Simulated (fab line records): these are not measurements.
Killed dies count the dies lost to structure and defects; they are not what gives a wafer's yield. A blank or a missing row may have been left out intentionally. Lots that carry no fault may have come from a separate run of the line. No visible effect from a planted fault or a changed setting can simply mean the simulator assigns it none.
2 desks looking at one fault	flow nandHarc	each desk has only its own numbers; what lay behind them comes last

== AT THE TOOL OWNER'S DESK: lithoTrack-05 ==
The tool's own readings at NHARC_P_BONDPAD_PEB_07 (peb time 80 s): means of the sampled wafers that have a number, for each lot that ran on this tool. A lot is out of limits, marked OUT, if its mean lies more than 4 standard deviations from the usual mean; the brackets give that distance.
Columns: A = chillPlateTempC at NHARC_P_BONDPAD_PEB_07, usual 23.00 C; B = exhaustPa at NHARC_P_BONDPAD_PEB_07, usual 45.3 Pa; C = resistLineTempC at NHARC_P_BONDPAD_PEB_07, usual 22.99 C
lot	first seen here	A	B	C
L229	day 10 16:52	22.99	45.7	23.01
L237	day 14 01:21	22.93	45.6	23.01
L238	day 14 08:36	23.10	47.2	23.06
L243	day 16 04:34	22.92	45.1	23.17
Finding of this desk: none of the 4 lots has anything out of limits.

== FROM THE METROLOGY DESK ==
What the gauges read for every lot (on any tool): the sampled wafers with a number, averaged. A lot is out of limits, marked OUT, if its mean lies more than 4 standard deviations from the usual mean; the brackets give that distance.
Columns: A = thkNm at NHARC_P_BONDPAD_THK_MEAS_33, usual 199.7 nm; B = cdNm at NHARC_P_BONDPAD_CD_MEAS_09, usual 500.1 nm
lot	first seen here	A	B
L220	day 7 00:37	196.6	502.6
L221	day 7 05:44	198.8	501.1
L226	day 8 23:54	199.9	-
L227	day 9 17:15	198.7	-
L228	day 9 20:16	199.5	-
L229	day 10 16:23	200.4	498.9
L232	day 11 12:28	200.6	501.7
L233	day 12 10:05	198.9	498.4
L235	day 13 04:07	198.3	501.5
L236	day 13 23:07	200.6	499.6
L237	day 14 00:52	198.5	501.9
L238	day 14 08:07	200.6	500.1
L239	day 14 15:53	199.2	499.4
L240	day 15 13:52	198.7	500.7
L243	day 16 04:05	199.6	501.3
Finding of this desk: none of the 15 lots has anything out of limits.

== BROUGHT TOGETHER ==
The desk of the tool owner found nothing out of limits.
Nothing out of limits was seen by the metrology desk.

== WHAT THE SIMULATOR HAD PUT IN ==
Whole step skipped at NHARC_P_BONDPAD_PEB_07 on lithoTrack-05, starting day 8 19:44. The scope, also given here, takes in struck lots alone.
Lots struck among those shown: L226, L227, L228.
